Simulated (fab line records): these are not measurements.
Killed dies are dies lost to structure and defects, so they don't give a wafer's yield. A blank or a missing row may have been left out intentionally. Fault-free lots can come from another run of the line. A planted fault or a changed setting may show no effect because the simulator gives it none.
Split-lot study + flow n5-finfet + 39 wafers read across 7 lots, on a route 1938 steps long

ON THE SPLIT
At N5_BEOL_M5_DEP_56 (deposits SiCN from 3MS/NH3, target thk 8 nm, time 14 s), the setting target-thk-a was moved away from the recipe's 80 angstrom on 12 of the 39 wafers read, by -48.1% to +56.1%. All remaining wafers had this setting at the recipe value.

Reading taken at the split's own step.

THE READING
SiCN_of_BEOL_M5_DEP_56.thk-nm (the simulator's own value, which no gauge read), in nm, at N5_BEOL_M5_DEP_56 (deposits SiCN from 3MS/NH3, target thk 8 nm, time 14 s). No usual value for it is given in the file. Average 8.1 nm, standard deviation 0.14 nm, over the 27 wafers here run with the recipe.

| wafer  | tool, chamber at the split | target-thk-a as run, angstrom | against the recipe | SiCN_of_BEOL_M5_DEP_56.thk-nm, nm | against lot-mates on the recipe |
|--------|----------------------------|-------------------------------|--------------------|-----------------------------------|---------------------------------|
| L074.1 | pecvd-01, 1,0,1            | 48.03                         | -40.0%             | 5                                 | -3.1                            |
| L074.5 | pecvd-01, 1,0,1            | 48.03                         | -40.0%             | 5                                 | -3.1                            |
| L074.6 | pecvd-01, 1,0,1            | 48.03                         | -40.0%             | 5                                 | -3.1                            |
| L074.2 | pecvd-01, 0,2              | 80                            | recipe             | 8.2                               | -                               |
| L074.4 | pecvd-01, 0,2              | 80                            | recipe             | 8.2                               | -                               |
| L074.3 | pecvd-01, 2                | 80                            | recipe             | 8                                 | -                               |
| L075.1 | pecvd-01, 1                | 80                            | recipe             | 8                                 | -                               |
| L075.2 | pecvd-01, 2                | 124.9                         | +56.1%             | 12.4                              | +4.2                            |
| L075.3 | pecvd-01, 0,2              | 124.9                         | +56.1%             | 12.6                              | +4.4                            |
| L075.4 | pecvd-01, 0,2              | 124.9                         | +56.1%             | 12.6                              | +4.4                            |
| L075.5 | pecvd-01, 0                | 80                            | recipe             | 8.2                               | -                               |
| L075.6 | pecvd-01, 1                | 80                            | recipe             | 8.4                               | -                               |
| L078.1 | pecvd-03, 2,0              | 41.5                          | -48.1%             | 4                                 | -3.9                            |
| L078.6 | pecvd-03, 2,0              | 41.5                          | -48.1%             | 4                                 | -3.9                            |
| L078.2 | pecvd-03, 1                | 41.5                          | -48.1%             | 4.2                               | -3.7                            |
| L078.3 | pecvd-03, 0                | 80                            | recipe             | 7.8                               | -                               |
| L078.4 | pecvd-03, 2,1              | 80                            | recipe             | 8                                 | -                               |
| L078.5 | pecvd-03, 2,1              | 80                            | recipe             | 8                                 | -                               |
| L076.1 | pecvd-02, 2,1              | 80                            | recipe             | 8                                 | -                               |
| L076.3 | pecvd-02, 2,1              | 80                            | recipe             | 8                                 | -                               |
| L076.2 | pecvd-02, 0,1,0            | 80                            | recipe             | 8.2                               | -                               |
| L076.5 | pecvd-02, 0,1,0            | 80                            | recipe             | 8.2                               | -                               |
| L076.6 | pecvd-02, 0,1,0            | 80                            | recipe             | 8.2                               | -                               |
| L076.4 | pecvd-02, 2                | 80                            | recipe             | 8.4                               | -                               |
| L079.2 | pecvd-03, 1,0              | 80                            | recipe             | 8                                 | -                               |
| L079.6 | pecvd-03, 1,0              | 80                            | recipe             | 8                                 | -                               |
| L079.5 | pecvd-03, 1                | 80                            | recipe             | 8.2                               | -                               |
| L083.1 | pecvd-02, 0,2              | 96.09                         | +20.1%             | 9.8                               | +1.7                            |
| L083.5 | pecvd-02, 0,2              | 96.09                         | +20.1%             | 9.8                               | +1.7                            |
| L083.2 | pecvd-02, 1,0              | 80                            | recipe             | 8.2                               | -                               |
| L083.4 | pecvd-02, 1,0              | 80                            | recipe             | 8.2                               | -                               |
| L083.3 | pecvd-02, 2                | 80                            | recipe             | 8                                 | -                               |
| L083.6 | pecvd-02, 1                | 96.09                         | +20.1%             | 9.6                               | +1.5                            |
| L087.1 | pecvd-02, 1,2,0,1          | 80                            | recipe             | 8                                 | -                               |
| L087.2 | pecvd-02, 1,2,0,1          | 80                            | recipe             | 8                                 | -                               |
| L087.3 | pecvd-02, 1,2,0,1          | 80                            | recipe             | 8                                 | -                               |
| L087.5 | pecvd-02, 1,2,0,1          | 80                            | recipe             | 8                                 | -                               |
| L087.4 | pecvd-02, 0,2              | 80                            | recipe             | 8.2                               | -                               |
| L087.6 | pecvd-02, 0,2              | 80                            | recipe             | 8.2                               | -                               |
Where a row lists several chambers, the file gives one row for several wafers and doesn't say which wafer went through which chamber.

FIT RESULTS
A straight line over all 39 wafers: SiCN_of_BEOL_M5_DEP_56.thk-nm changes by +0.0803 nm for each +1% of target-thk-a; r = +1.00; the points scatter about the line by 0.14 nm.
The same after taking each lot's own level away (the mean of its wafers on the recipe; 39 wafers): +0.0785 nm for each +1%; r = +1.00; scatter 0.11 nm.
That fit puts the effect of the largest move of target-thk-a on the reading at 4.4 nm.
Across the lots, their own levels run from 7.93 to 8.20 nm, a range of 1.9 times the standard deviation given above.
So the lot-to-lot level changes the slope little: the two slopes agree.
Check: for one of the wafers moved furthest among these (+56.1%), held out of the fit, the line's prediction against its lot-mates is +4.44 nm. Against them it came out at +4.2 nm.

FILE'S OWN FIT
SiCN_of_BEOL_M5_DEP_56.thk-nm changes by +0.0786 nm for each +1% of target-thk-a, r = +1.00.
